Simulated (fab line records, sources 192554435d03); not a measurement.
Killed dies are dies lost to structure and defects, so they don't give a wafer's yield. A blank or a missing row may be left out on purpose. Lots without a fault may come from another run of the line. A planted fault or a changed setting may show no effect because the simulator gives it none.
fab line records | flow n5_finfet
record lots=24 wafers=72 last_day=18
route steps=1938 shown BEOL_M5@1154
lots that met no fault: from a run of the same line without faults
start_h: hours from the record's first day to the start of the lot's first wafer shown | wait_h: hours since the lot's step before | " the same as in the row above | L1.1+2: a row that stands for several wafers | - no value, or no start given | * or withheld: withheld | < > ~ a bound
route shown NAME@n: a module of which the file shows steps, and the number in the route of the first | usual: mean/standard deviation of fault-free wafers | same: alike in all rows | chamber/n: place in a boat | sites: the reading at each site | _std_site: their standard deviation | _edge_site: outer sites' mean less inner sites' | radius_mm: how far each site lies from the wafer's centre | mask NAME#n: copy n | behind: the tool/chamber that last shaped the wafer | hold: why the lot was held/for how many hours/how that ended | device: the transistor (n, p or np) that didn't switch | end of line: the same wafers' tests at the end of the route | a step without rows: its recipe alone | killed: dies lost to structure and defects at the first sort, not the wafer's yield | map: a wafer's dies, x killed, . not, _ none there
set.NAME: the setting as run; set.NAME@STEP: as run at that earlier step | model.NAME: the simulator's own value behind a step, which no gauge read
steps of the route over a sample of lots; a table a step, a row a wafer
services: from which hour (start_h, from the record's first day; less than 0 if before it) a tool's chamber was out of use, for how many hours, and why
## steps
# step N5_BEOL_M5_ETCH_68
# recipe chemistry=N2/H2 target=SOC target_depth_a=800 overetch_a=160 mask_material=SiARC temp_c=40 time_s=120 ion_energy_ev=200 pressure_mtorr=30 source_w=840 bias_w=150 n2_flow_sccm=200 h2_flow_sccm=200
# usual chamber_pressure_mTorr=30.001/0.026 drypump_motor_current_A=5.6/0.38 oes_product_au=0.61/0.066 rf_vpp_V=523.9/2.4 showerhead_plenum_p_Torr=2.54/0.088 temp_c=40.02/0.12 throttle_valve_pct=17.80/0.28
# columns lot.wafer tool chamber start_h wait_h chamber_pressure_mTorr drypump_motor_current_A oes_product_au rf_hours_counter_h rf_vpp_V showerhead_plenum_p_Torr temp_c throttle_valve_pct
L074.2 rie_diel-03 1 172.63 0.0 30.017 4.9 0.75 2 524.9 2.63 40.19 17.89
L074.3 " 0 " " 30.001 5.8 0.56 172 526.5 2.65 40.14 18.25
L074.5 " 2 " " 30.027 5.9 0.55 - 520.4 2.41 39.84 17.82
L075.2 rie_diel-03 1 187.55 0.0 29.966 4.9 0.73 6 525.8 2.63 39.96 17.89
L075.4 " 2 " " 29.985 6.0 0.54 218 520.9 2.41 39.86 17.82
L075.6 " 1 " " 29.978 4.9 0.73 - 524.5 2.63 40.07 17.88
L077.1 rie_diel-04 0 192.42 0.0 30.047 6.3 0.65 50 521.4 2.49 39.84 18.06
L077.2 " 3 " " 30.018 5.4 0.66 38 528.8 2.71 40.02 17.36
L077.3 " 2 " " 29.944 5.0 0.57 179 519.9 2.43 39.99 17.89
L076.3 rie_diel-03 1 194.93 0.0 29.980 4.9 0.72 8 526.7 2.63 40.16 17.89
L076.4 " 2 " " 29.991 6.0 0.55 220 520.6 2.41 40.10 17.83
L076.6 " 2 " " 30.020 6.0 0.54 - 520.3 2.41 40.19 17.84
L078.1 rie_diel-05 0 198.21 0.0 29.952 6.0 0.70 32 521.3 2.50 39.93 17.44
L078.2 " 2 " " 30.016 5.8 0.57 144 524.3 2.54 39.91 18.04
L078.5 " 3 " " 30.005 5.4 0.62 - 523.8 2.55 39.81 17.82
L079.1 rie_diel-03 3 206.95 0.0 30.000 5.9 0.68 32 524.7 2.56 40.10 17.44
L079.3 " 0 " " 30.020 5.8 0.55 182 525.9 2.64 39.97 18.26
L079.5 " 0 " " 30.027 5.8 0.55 - 525.4 2.64 39.79 18.26
L080.4 rie_diel-05 2 209.29 0.0 30.005 5.8 0.57 148 525.4 2.54 40.13 18.05
L080.5 " 2 " " 30.002 5.8 0.57 - 525.6 2.54 40.06 18.04
L080.6 " 3 " " 30.015 5.5 0.62 - 524.6 2.55 39.89 17.83
L082.3 rie_diel-03 2 220.96 0.0 30.029 6.0 0.54 228 519.5 2.41 40.05 17.85
L082.4 " 0 " " 30.047 5.7 0.55 187 525.9 2.64 40.04 18.26
L082.6 " 2 " " 30.007 6.0 0.54 - 520.5 2.41 39.96 17.86
L081.2 rie_diel-03 3 221.36 0.0 29.999 5.9 0.66 36 525.8 2.56 40.27 17.47
L081.3 " 0 " " 29.989 5.8 0.55 187 526.2 2.64 40.11 18.28
L081.4 " 2 " " 29.982 6.0 0.53 229 522.3 2.41 40.02 17.84
L083.1 rie_diel-03 3 230.07 0.0 30.004 5.9 0.66 40 525.7 2.56 40.16 17.46
L083.4 " 1 " " 30.014 4.9 0.70 19 525.2 2.62 39.92 17.93
L083.5 " 0 " " 29.991 5.8 0.55 - 525.3 2.64 40.07 18.29
L084.2 rie_diel-03 2 230.46 0.0 29.993 6.0 0.53 232 520.9 2.41 40.03 17.84
L084.3 " 3 " " 30.059 5.9 0.67 40 525.6 2.56 40.04 17.47
L084.6 " 2 " " 30.012 6.0 0.53 - 520.2 2.41 40.02 17.85
L085.3 rie_diel-05 0 247.03 0.0 30.026 6.1 0.68 45 521.9 2.49 39.94 17.46
L085.5 " 2 " " 30.038 5.8 0.56 - 524.8 2.54 40.05 18.05
L085.6 " 3 " " 30.061 5.4 0.60 - 524.3 2.55 40.14 17.85
L087.1 rie_diel-05 3 260.28 0.0 30.009 5.4 0.61 102 526.1 2.54 39.87 17.86
L087.2 " 1 " " 29.993 5.5 0.56 186 519.6 2.41 40.07 17.50
L087.5 " 2 " " 29.971 5.8 0.55 - 524.7 2.53 39.81 18.08
L086.2 rie_diel-05 3 260.67 0.0 29.984 5.4 0.61 102 522.9 2.54 40.16 17.85
L086.3 " 1 " " 29.998 5.5 0.55 186 520.8 2.41 40.13 17.51
L086.6 " 2 " " 29.974 5.8 0.56 - 525.0 2.53 40.11 18.07
L088.1 rie_diel-05 2 261.06 0.0 29.959 5.8 0.56 163 525.1 2.53 39.94 18.08
L088.5 " 0 " " 30.033 6.1 0.68 - 522.2 2.49 40.11 17.48
L088.6 " 3 " " 29.964 5.4 0.61 - 523.0 2.54 39.96 17.87
L089.1 rie_diel-05 1 272.57 0.0 29.972 5.5 0.56 188 521.2 2.41 40.07 17.50
L089.2 " 2 " " 30.019 5.8 0.56 165 525.5 2.53 40.16 18.08
L089.6 " 2 " " 30.028 5.8 0.56 - 524.1 2.53 39.95 18.07
L092.2 rie_diel-03 0 277.57 0.0 30.021 5.8 0.54 204 528.0 2.64 40.04 18.30
L092.3 " 2 " " 30.020 6.0 0.52 248 520.1 2.40 39.80 17.88
L092.6 " 0 " " 30.006 5.8 0.55 - 526.5 2.64 40.34 18.30
L090.1 rie_diel-04 1 277.63 0.0 30.035 5.0 0.70 8 523.8 2.48 40.07 17.37
L090.4 " 3 " " 29.997 5.4 0.63 63 528.4 2.70 39.96 17.41
L090.5 " 3 " " 30.010 5.4 0.63 - 527.1 2.70 40.04 17.41
L091.1 rie_diel-05 3 282.04 0.0 29.975 5.5 0.61 107 525.1 2.54 40.12 17.86
L091.4 " 1 " " 30.004 5.5 0.55 - 520.4 2.41 40.05 17.51
L091.5 " 0 " " 30.045 6.1 0.67 - 522.2 2.49 39.87 17.48
L093.2 rie_diel-04 3 294.75 0.0 29.999 5.4 0.62 68 527.3 2.70 40.02 17.41
L093.5 " 1 " " 30.036 5.0 0.68 - 523.6 2.48 40.11 17.39
L093.6 " 0 " " 29.980 6.3 0.62 - 520.9 2.47 39.98 18.10
L094.2 rie_diel-03 1 310.08 0.0 30.048 5.0 0.66 47 526.3 2.61 40.02 17.95
L094.3 " 3 " " 29.996 5.9 0.64 66 525.2 2.54 40.15 17.50
L094.4 " 2 " " 29.969 6.0 0.77 1 528.2 2.72 40.24 17.46
L095.3 rie_diel-05 0 313.38 0.0 30.018 6.1 0.65 68 521.7 2.49 39.88 17.51
L095.5 " 2 " " 29.979 5.8 0.55 - 523.6 2.53 40.21 18.08
L095.6 " 3 " " 30.017 5.4 0.60 - 525.8 2.54 40.18 17.89
L096.3 rie_diel-05 1 313.77 0.0 30.017 5.5 0.55 204 522.2 2.40 39.86 17.54
L096.4 " 2 " " 30.010 5.8 0.55 179 524.4 2.53 40.04 18.09
L096.5 " 2 " " 30.037 5.8 0.55 - 524.7 2.53 39.86 18.09
L097.2 rie_diel-03 3 316.09 0.0 30.035 5.9 0.64 69 524.8 2.54 39.90 17.50
L097.4 " 1 " " 29.999 4.9 0.66 49 524.1 2.61 40.04 17.97
L097.5 " 3 " " 29.989 5.8 0.65 - 525.0 2.54 39.85 17.50
# step N5_BEOL_M5_VIA_ETCH_34
# recipe chemistry=C4F6/O2 target=SiCOH_lowk target_depth_a=883 mask_material=SOC taper_deg=4 time_s=39.2 ion_energy_ev=250 pressure_mtorr=30 source_w=345 bias_w=185 Ar_flow_sccm=300 C4F6_flow_sccm=10 O2_flow_sccm=10
# usual C4F6_flow_sccm=10.00/0.032 chamber_pressure_mTorr=30.00/0.03 drypump_motor_current_A=5.6/0.38 oes_product_au=0.80/0.092 rf_vpp_V=667/14 showerhead_plenum_p_Torr=2.84/0.095 throttle_valve_pct=20.87/0.24
# columns lot.wafer tool chamber start_h wait_h C4F6_flow_sccm chamber_pressure_mTorr drypump_motor_current_A oes_product_au rf_hours_counter_h rf_vpp_V showerhead_plenum_p_Torr throttle_valve_pct
L074.2 rie_diel-03 1 172.73 0.0 10.03 30.02 4.9 0.98 2 661 2.91 20.74
L074.3 " 0 " " 10.04 29.95 5.7 0.72 172 655 2.94 21.24
L074.5 " 2 " " 10.02 30.03 6.0 0.71 - 681 2.72 20.90
L075.2 rie_diel-03 1 187.65 0.0 9.98 29.98 4.9 0.96 6 662 2.91 20.75
L075.4 " 2 " " 9.99 30.02 5.9 0.70 218 681 2.72 20.90
L075.6 " 1 " " 9.99 29.97 4.9 0.97 - 663 2.91 20.76
L077.1 rie_diel-04 0 192.52 0.0 10.00 30.03 6.3 0.85 50 651 2.76 20.97
L077.2 " 3 " " 9.92 29.98 5.4 0.85 38 673 3.04 20.44
L077.3 " 2 " " 9.97 30.03 5.0 0.74 179 654 2.72 20.83
L076.3 rie_diel-03 1 195.04 0.0 10.00 30.00 4.9 0.96 8 661 2.91 20.77
L076.4 " 2 " " 10.02 29.98 6.0 0.70 220 680 2.71 20.90
L076.6 " 2 " " 10.03 29.99 6.0 0.69 - 680 2.72 20.91
L078.1 rie_diel-05 0 198.31 0.0 9.99 30.01 6.1 0.92 32 664 2.80 20.47
L078.2 " 2 " " 9.99 29.94 5.8 0.74 144 669 2.85 21.04
L078.5 " 3 " " 10.00 30.04 5.4 0.82 - 643 2.87 20.99
L079.1 rie_diel-03 3 207.05 0.0 9.97 30.04 5.9 0.89 32 686 2.91 20.87
L079.3 " 0 " " 9.98 30.03 5.8 0.71 182 654 2.94 21.27
L079.5 " 0 " " 9.99 30.01 5.8 0.70 - 654 2.94 21.28
L080.4 rie_diel-05 2 209.39 0.0 9.96 29.98 5.8 0.74 148 668 2.85 21.06
L080.5 " 2 " " 9.99 30.01 5.8 0.74 - 670 2.85 21.06
L080.6 " 3 " " 10.03 29.97 5.4 0.81 - 643 2.87 20.99
L082.3 rie_diel-03 2 221.06 0.0 10.02 30.01 6.0 0.71 228 680 2.71 20.92
L082.4 " 0 " " 9.96 30.10 5.8 0.70 187 653 2.94 21.29
L082.6 " 2 " " 9.98 30.05 6.0 0.70 - 678 2.71 20.91
L081.2 rie_diel-03 3 221.46 0.0 10.00 29.99 5.9 0.88 36 686 2.91 20.89
L081.3 " 0 " " 10.05 29.95 5.8 0.70 187 654 2.94 21.27
L081.4 " 2 " " 10.05 30.01 6.0 0.70 229 680 2.71 20.89
L083.1 rie_diel-03 3 230.17 0.0 10.00 29.98 5.8 0.88 40 687 2.91 20.87
L083.4 " 1 " " 10.02 29.97 4.9 0.94 19 662 2.91 20.78
L083.5 " 0 " " 10.00 29.99 5.7 0.71 - 653 2.94 21.27
L084.2 rie_diel-03 2 230.56 0.0 10.07 30.03 6.0 0.69 232 679 2.71 20.91
L084.3 " 3 " " 10.00 29.97 5.8 0.88 40 686 2.91 20.86
L084.6 " 2 " " 9.98 29.97 6.0 0.69 - 682 2.71 20.92
L085.3 rie_diel-05 0 247.13 0.0 9.97 29.98 6.1 0.88 45 664 2.79 20.52
L085.5 " 2 " " 9.96 30.04 5.8 0.73 - 668 2.85 21.05
L085.6 " 3 " " 10.01 29.99 5.4 0.80 - 643 2.86 21.00
L087.1 rie_diel-05 3 260.38 0.0 10.04 29.93 5.4 0.79 102 643 2.86 21.00
L087.2 " 1 " " 10.01 29.99 5.5 0.72 186 683 2.69 20.49
L087.5 " 2 " " 10.01 29.97 5.8 0.72 - 668 2.84 21.08
L086.2 rie_diel-05 3 260.77 0.0 9.97 30.02 5.5 0.80 102 642 2.86 21.01
L086.3 " 1 " " 10.04 30.01 5.5 0.72 186 682 2.69 20.48
L086.6 " 2 " " 10.02 29.99 5.8 0.73 - 669 2.84 21.06
L088.1 rie_diel-05 2 261.16 0.0 9.97 30.02 5.8 0.72 163 670 2.84 21.06
L088.5 " 0 " " 10.02 29.98 6.1 0.88 - 664 2.79 20.50
L088.6 " 3 " " 10.03 30.00 5.4 0.80 - 642 2.86 21.01
L089.1 rie_diel-05 1 272.67 0.0 10.01 30.00 5.5 0.73 188 683 2.69 20.50
L089.2 " 2 " " 10.08 30.00 5.8 0.72 165 670 2.84 21.09
L089.6 " 2 " " 10.06 30.01 5.7 0.74 - 669 2.84 21.07
L092.2 rie_diel-03 0 277.67 0.0 9.97 30.05 5.8 0.69 204 653 2.93 21.29
L092.3 " 2 " " 10.02 30.01 6.0 0.68 248 681 2.70 20.95
L092.6 " 0 " " 9.97 29.93 5.8 0.69 - 653 2.93 21.29
L090.1 rie_diel-04 1 277.73 0.0 9.99 29.96 5.0 0.92 8 682 2.79 20.63
L090.4 " 3 " " 9.97 29.99 5.4 0.82 63 675 3.03 20.48
L090.5 " 3 " " 10.02 30.01 5.4 0.82 - 675 3.03 20.49
L091.1 rie_diel-05 3 282.14 0.0 10.03 30.01 5.4 0.79 107 643 2.86 21.02
L091.4 " 1 " " 10.02 29.98 5.5 0.71 - 682 2.69 20.49
L091.5 " 0 " " 9.99 30.00 6.1 0.88 - 666 2.79 20.52
L093.2 rie_diel-04 3 294.85 0.0 9.97 30.02 5.4 0.82 68 674 3.02 20.51
L093.5 " 1 " " 9.99 29.99 5.0 0.90 - 681 2.79 20.65
L093.6 " 0 " " 9.96 30.03 6.3 0.81 - 649 2.75 21.01
L094.2 rie_diel-03 1 310.19 0.0 10.01 30.03 4.9 0.87 47 661 2.89 20.83
L094.3 " 3 " " 10.03 29.95 5.9 0.84 66 685 2.90 20.91
L094.4 " 2 " " 10.02 30.01 6.0 1.00 1 690 3.04 20.59
L095.3 rie_diel-05 0 313.48 0.0 10.01 30.03 6.1 0.85 69 664 2.78 20.55
L095.5 " 2 " " 9.99 29.96 5.7 0.72 - 669 2.84 21.11
L095.6 " 3 " " 10.02 30.00 5.4 0.79 - 641 2.86 21.02
L096.3 rie_diel-05 1 313.87 0.0 10.04 30.03 5.5 0.72 204 681 2.68 20.51
L096.4 " 2 " " 9.97 29.99 5.8 0.72 179 669 2.84 21.11
L096.5 " 2 " " 10.00 30.03 5.8 0.72 - 668 2.84 21.10
L097.2 rie_diel-03 3 316.19 0.0 9.96 30.00 5.9 0.84 69 685 2.90 20.91
L097.4 " 1 " " 10.01 30.01 4.9 0.88 49 661 2.89 20.82
L097.5 " 3 " " 9.96 30.01 5.8 0.84 - 686 2.90 20.91
# step N5_BEOL_M5_DEGAS_44
# recipe ambient=vacuum temp_c=250 time_s=60
# usual heater_power_w=311/27 susceptor_temp_C=250.00/0.17
# columns lot.wafer tool chamber start_h wait_h heater_power_w susceptor_temp_C
L074.2 pvd_sputter-03 - 175.01 1.7 308 250.03
L074.3 " - " " 282 250.30
L074.5 " - " " 305 250.37
L075.2 pvd_sputter-01 - 189.92 1.7 359 249.69
L075.4 " - " " 343 249.78
L075.6 " - " " 333 249.71
L077.1 pvd_sputter-03 - 193.42 0.4 299 250.33
L077.2 " - " " 297 249.99
L077.3 " - " " 313 249.84
L076.3 pvd_sputter-01 - 196.00 0.3 343 249.87
L076.4 " - " " 359 250.07
L076.6 " - " " 342 249.94
L078.1 pvd_sputter-03 - 199.11 0.3 312 249.83
L078.2 " - " " 267 249.97
L078.5 " - " " 274 250.08
L079.1 pvd_sputter-03 - 207.89 0.4 275 250.01
L079.3 " - " " 302 249.96
L079.5 " - " " 298 249.94
L080.4 pvd_sputter-03 - 210.22 0.2 302 249.92
L080.5 " - " " 303 250.07
L080.6 " - " " 266 250.03
L082.3 pvd_sputter-01 - 221.82 0.2 346 249.93
L082.4 " - " " 348 249.98
L082.6 " - " " 349 250.03
L081.2 pvd_sputter-03 - 222.43 0.2 291 249.92
L081.3 " - " " 273 250.04
L081.4 " - " " 295 250.33
L083.1 pvd_sputter-02 - 232.05 1.4 328 249.79
L083.4 " - " " 315 250.05
L083.5 " - " " 285 249.82
L084.2 pvd_sputter-01 - 232.46 1.2 352 249.91
L084.3 " - " " 346 250.08
L084.6 " - " " 362 249.83
L085.3 pvd_sputter-03 - 248.13 0.4 301 250.27
L085.5 " - " " 306 250.05
L085.6 " - " " 303 250.26
L087.1 pvd_sputter-03 - 261.31 0.4 299 250.09
L087.2 " - " " 306 249.76
L087.5 " - " " 305 250.00
L086.2 pvd_sputter-03 - 261.57 0.3 300 249.99
L086.3 " - " " 307 249.95
L086.6 " - " " 273 250.17
L088.1 pvd_sputter-03 - 261.92 0.3 303 249.94
L088.5 " - " " 298 250.11
L088.6 " - " " 304 249.83
L089.1 pvd_sputter-02 - 273.62 0.4 315 249.91
L089.2 " - " " 279 250.16
L089.6 " - " " 336 249.75
L092.2 pvd_sputter-03 - 278.62 0.4 293 250.00
L092.3 " - " " 300 249.70
L092.6 " - " " 310 249.85
L090.1 pvd_sputter-03 - 278.78 0.3 300 250.12
L090.4 " - " " 268 249.74
L090.5 " - " " 308 250.41
L091.1 pvd_sputter-01 - 283.42 0.8 347 250.25
L091.4 " - " " 354 249.84
L091.5 " - " " 344 250.47
L093.2 pvd_sputter-03 - 295.73 0.3 305 250.00
L093.5 " - " " 278 249.84
L093.6 " - " " 302 249.87
L094.2 pvd_sputter-01 - 311.01 0.3 368 250.09
L094.3 " - " " 340 250.12
L094.4 " - " " 339 249.79
L095.3 pvd_sputter-02 - 314.32 0.3 278 250.12
L095.5 " - " " 327 249.90
L095.6 " - " " 282 249.79
L096.3 pvd_sputter-02 - 314.82 0.4 337 249.84
L096.4 " - " " 309 249.83
L096.5 " - " " 332 249.92
L097.2 pvd_sputter-03 - 317.20 0.4 303 250.01
L097.4 " - " " 306 250.13
L097.5 " - " " 272 250.00
# step N5_BEOL_M5_SPUTTER_48
# recipe material=Cu target_thk_a=150 temp_c=-20 chamber_pressure_pa=0.07 power_w=withheld time_s=27.62
# usual susceptor_temp_C=-19.99/0.099 throttle_valve_pct=29.6/0.95
# columns lot.wafer tool chamber start_h wait_h susceptor_temp_C throttle_valve_pct
L074.2 pvd_sputter-03 - 175.69 0.1 -19.97 29.2
L074.3 " - " " -20.07 29.1
L074.5 " - " " -19.84 30.4
L075.2 pvd_sputter-01 - 190.73 0.3 -19.98 31.0
L075.4 " - " " -20.10 30.0
L075.6 " - " " -19.83 31.0
L077.1 pvd_sputter-03 - 194.30 0.3 -19.96 29.4
L077.2 " - " " -19.97 29.3
L077.3 " - " " -19.88 30.5
L076.3 pvd_sputter-02 - 198.71 0.2 -19.94 27.9
L076.4 " - " " -20.04 29.4
L076.6 " - " " -20.12 28.2
L078.1 pvd_sputter-03 - 199.97 0.2 -19.81 30.4
L078.2 " - " " -19.96 29.3
L078.5 " - " " -20.07 29.0
L079.1 pvd_sputter-02 - 208.61 0.1 -19.90 28.2
L079.3 " - " " -19.97 29.3
L079.5 " - " " -19.91 29.7
L080.4 pvd_sputter-03 - 210.88 0.1 -19.74 29.0
L080.5 " - " " -19.89 30.1
L080.6 " - " " -19.82 29.3
L082.3 pvd_sputter-03 - 222.52 0.1 -19.95 29.6
L082.4 " - " " -19.83 29.3
L082.6 " - " " -19.99 29.1
L081.2 pvd_sputter-02 - 223.46 0.2 -20.13 29.3
L081.3 " - " " -20.00 28.2
L081.4 " - " " -20.06 29.5
L083.1 pvd_sputter-02 - 232.69 0.1 -19.94 28.9
L083.4 " - " " -19.99 29.5
L083.5 " - " " -19.93 29.3
L084.2 pvd_sputter-01 - 233.46 0.3 -20.00 30.9
L084.3 " - " " -20.12 32.2
L084.6 " - " " -19.95 29.9
L085.3 pvd_sputter-02 - 248.92 0.1 -20.03 28.1
L085.5 " - " " -20.05 29.6
L085.6 " - " " -20.03 28.9
L087.1 pvd_sputter-01 - 261.93 0.1 -20.04 32.1
L087.2 " - " " -19.95 30.8
L087.5 " - " " -19.81 28.8
L086.2 pvd_sputter-02 - 262.85 0.6 -19.81 29.5
L086.3 " - " " -20.09 28.3
L086.6 " - " " -19.88 29.0
L088.1 pvd_sputter-03 - 266.12 1.7 -19.98 30.4
L088.5 " - " " -20.10 30.4
L088.6 " - " " -20.08 30.5
L089.1 pvd_sputter-02 - 274.42 0.2 -20.03 28.0
L089.2 " - " " -19.99 29.2
L089.6 " - " " -19.85 29.1
L092.2 pvd_sputter-02 - 279.29 0.2 -19.94 29.8
L092.3 " - " " -20.02 29.6
L092.6 " - " " -20.09 29.3
L090.1 pvd_sputter-03 - 279.40 0.1 -20.00 29.1
L090.4 " - " " -19.93 30.6
L090.5 " - " " -19.89 30.5
L091.1 pvd_sputter-02 - 284.01 0.1 -19.98 29.5
L091.4 " - " " -20.12 28.9
L091.5 " - " " -20.02 29.1
L093.2 pvd_sputter-01 - 296.49 0.2 -20.13 30.9
L093.5 " - " " -20.12 30.0
L093.6 " - " " -20.04 32.4
L094.2 pvd_sputter-03 - 312.08 0.2 -20.00 30.3
L094.3 " - " " -20.09 29.1
L094.4 " - " " -19.96 30.4
L095.3 pvd_sputter-02 - 315.08 0.2 -20.00 29.5
L095.5 " - " " -19.87 27.9
L095.6 " - " " -20.10 29.4
L096.3 pvd_sputter-01 - 315.87 0.1 -19.96 30.0
L096.4 " - " " -19.96 29.0
L096.5 " - " " -19.94 30.9
L097.2 pvd_sputter-02 - 319.71 0.2 -19.94 29.6
L097.4 " - " " -20.13 29.2
L097.5 " - " " -20.00 29.6
# step N5_BEOL_M5_SPUTTER_83
# recipe material=Cu target_thk_a=150 temp_c=-20 chamber_pressure_pa=0.07 power_w=withheld time_s=27.62
# usual susceptor_temp_C=-20.00/0.11 throttle_valve_pct=29.6/0.94
# columns lot.wafer tool chamber start_h wait_h susceptor_temp_C throttle_valve_pct
L074.2 pvd_sputter-03 - 177.86 0.5 -20.01 29.1
L074.3 " - " " -19.90 29.5
L074.5 " - " " -19.82 30.7
L075.2 pvd_sputter-01 - 192.90 0.5 -20.03 30.9
L075.4 " - " " -20.03 30.4
L075.6 " - " " -20.00 30.8
L077.1 pvd_sputter-03 - 196.48 0.5 -20.10 29.2
L077.2 " - " " -20.05 29.5
L077.3 " - " " -20.11 30.5
L076.3 pvd_sputter-02 - 200.88 0.5 -19.82 28.3
L076.4 " - " " -19.96 29.1
L076.6 " - " " -19.87 28.3
L078.1 pvd_sputter-03 - 202.14 0.5 -19.88 30.6
L078.2 " - " " -19.98 29.3
L078.5 " - " " -20.04 29.1
L079.1 pvd_sputter-02 - 210.78 0.5 -19.80 28.1
L079.3 " - " " -20.02 29.3
L079.5 " - " " -20.03 29.6
L080.4 pvd_sputter-03 - 213.05 0.5 -20.01 29.2
L080.5 " - " " -19.77 30.6
L080.6 " - " " -20.07 28.9
L082.3 pvd_sputter-03 - 224.70 0.5 -20.03 29.1
L082.4 " - " " -20.14 29.1
L082.6 " - " " -20.14 29.2
L081.2 pvd_sputter-02 - 225.63 0.5 -20.16 29.6
L081.3 " - " " -20.08 28.1
L081.4 " - " " -20.09 29.3
L083.1 pvd_sputter-02 - 234.86 0.5 -19.94 28.9
L083.4 " - " " -19.83 29.4
L083.5 " - " " -19.86 29.3
L084.2 pvd_sputter-01 - 235.63 0.5 -19.96 31.0
L084.3 " - " " -20.13 32.4
L084.6 " - " " -19.95 30.0
L085.3 pvd_sputter-02 - 251.09 0.5 -20.01 28.3
L085.5 " - " " -20.12 29.5
L085.6 " - " " -19.94 29.4
L087.1 pvd_sputter-01 - 264.11 0.5 -19.84 32.3
L087.2 " - " " -20.21 30.7
L087.5 " - " " -20.02 29.2
L086.2 pvd_sputter-02 - 265.02 0.5 -20.02 29.5
L086.3 " - " " -20.22 28.2
L086.6 " - " " -20.05 29.6
L088.1 pvd_sputter-03 - 268.47 0.5 -20.04 30.5
L088.5 " - " " -19.96 30.4
L088.6 " - " " -19.93 30.3
L089.1 pvd_sputter-02 - 276.59 0.5 -19.92 28.1
L089.2 " - " " -20.01 29.5
L089.6 " - " " -19.99 28.9
L092.2 pvd_sputter-02 - 281.46 0.5 -19.87 29.5
L092.3 " - " " -20.15 29.3
L092.6 " - " " -20.19 29.4
L090.1 pvd_sputter-03 - 281.57 0.5 -20.30 28.9
L090.4 " - " " -20.00 30.6
L090.5 " - " " -19.84 30.4
L091.1 pvd_sputter-02 - 286.19 0.5 -20.13 29.3
L091.4 " - " " -19.97 29.2
L091.5 " - " " -19.92 29.8
L093.2 pvd_sputter-01 - 298.66 0.5 -20.07 30.9
L093.5 " - " " -20.11 29.9
L093.6 " - " " -20.14 32.4
L094.2 pvd_sputter-03 - 314.25 0.5 -20.03 30.4
L094.3 " - " " -20.03 29.0
L094.4 " - " " -19.91 30.4
L095.3 pvd_sputter-02 - 317.26 0.5 -20.04 29.6
L095.5 " - " " -20.11 28.0
L095.6 " - " " -19.91 29.6
L096.3 pvd_sputter-01 - 318.04 0.5 -19.87 30.0
L096.4 " - " " -20.11 29.2
L096.5 " - " " -19.95 30.8
L097.2 pvd_sputter-02 - 321.88 0.5 -20.09 29.3
L097.4 " - " " -20.20 28.9
L097.5 " - " " -20.10 29.4
# step N5_BEOL_M5_THK_MEAS_53
# recipe thk_meas_gauge=xrf reads=Cu_of_BEOL_M5_ECD_50
# usual M5_THK=61.8/1.9
# columns lot.wafer tool chamber start_h wait_h M5_THK[nm]
L074.2 film_metro-01 - 180.85 - 65.6
L074.3 " - " " 61.9
L074.5 " - " " 61.9
L075.2 film_metro-01 - 196.24 - 64.6
L075.4 " - " " 59.0
L075.6 " - " " 63.0
L077.1 film_metro-02 - 199.46 - 61.4
L077.2 " - " " 60.7
L077.3 " - " " 60.1
L076.3 film_metro-01 - 203.87 - 61.9
L076.4 " - " " 59.1
L076.6 " - " " 58.5
L078.1 film_metro-01 - 205.11 - 63.2
L078.2 " - " " 63.0
L078.5 " - " " 64.9
L079.1 film_metro-01 - 213.75 - 60.7
L079.3 " - " " 57.0
L079.5 " - " " 58.1
L080.4 film_metro-02 - 216.04 - 58.2
L080.5 " - " " 59.8
L080.6 " - " " 59.9
L082.3 film_metro-01 - 227.67 - 61.7
L082.4 " - " " 61.0
L082.6 " - " " 62.6
L081.2 film_metro-02 - 228.62 - 61.1
L081.3 " - " " 57.8
L081.4 " - " " 59.2
L084.2 film_metro-02 - 238.60 - 60.5
L084.3 " - " " 62.9
L084.6 " - " " 60.8
L083.1 film_metro-02 - 245.56 - 62.5
L083.4 " - " " 64.7
L083.5 " - " " 60.5
L085.3 film_metro-02 - 254.06 - 60.6
L085.5 " - " " 60.1
L085.6 " - " " 60.5
L087.1 film_metro-01 - 267.08 - 60.7
L087.2 " - " " 61.2
L087.5 " - " " 60.0
L088.1 film_metro-01 - 271.64 - 60.4
L088.5 " - " " 61.1
L088.6 " - " " 63.6
L086.2 film_metro-01 - 274.33 - 64.4
L086.3 " - " " 63.7
L086.6 " - " " 61.1
L089.1 film_metro-02 - 279.59 - 61.5
L089.2 " - " " 60.2
L089.6 " - " " 61.3
L092.2 film_metro-01 - 284.56 - 59.2
L092.3 " - " " 60.2
L092.6 " - " " 60.3
L090.1 film_metro-01 - 284.83 - 64.8
L090.4 " - " " 64.6
L090.5 " - " " 61.0
L091.1 film_metro-01 - 289.15 - 63.3
L091.4 " - " " 62.8
L091.5 " - " " 63.0
L093.2 film_metro-02 - 301.88 - 61.8
L093.5 " - " " 64.0
L093.6 " - " " 63.6
L094.2 film_metro-01 - 317.22 - 63.2
L094.3 " - " " 61.8
L094.4 " - " " 60.0
L095.3 film_metro-01 - 320.23 - 62.3
L095.5 " - " " 60.3
L095.6 " - " " 64.4
L096.3 film_metro-02 - 321.01 - 63.0
L096.4 " - " " 60.5
L096.5 " - " " 62.7
L097.2 film_metro-01 - 324.87 - 63.2
L097.4 " - " " 63.9
L097.5 " - " " 62.2
## services
# columns tool chamber start_h hours kind
pvd_sputter-03 - 157.71 0.7 repair
rie_diel-03 2 161.67 4.7 repair
rie_diel-04 - 199.56 1.0 repair
rie_diel-04 1 231.91 - clean
rie_diel-04 1 231.91 - consumable_replace:focus_ring
rie_diel-04 1 231.91 14.9 scheduled_down
rie_diel-04 1 231.91 14.9 vent_cycle
rie_diel-05 - 243.98 0.4 repair
rie_diel-05 1 248.26 8.4 repair
rie_diel-05 - 265.91 4.3 pm
rie_diel-05 - 283.06 1.3 repair
rie_diel-03 2 284.87 - clean
rie_diel-03 2 284.87 - consumable_replace:focus_ring
rie_diel-03 2 284.87 - consumable_replace:showerhead
rie_diel-03 2 284.87 22.5 scheduled_down
rie_diel-03 2 284.87 22.5 vent_cycle
rie_diel-04 2 310.40 11.5 repair
## key
fault none
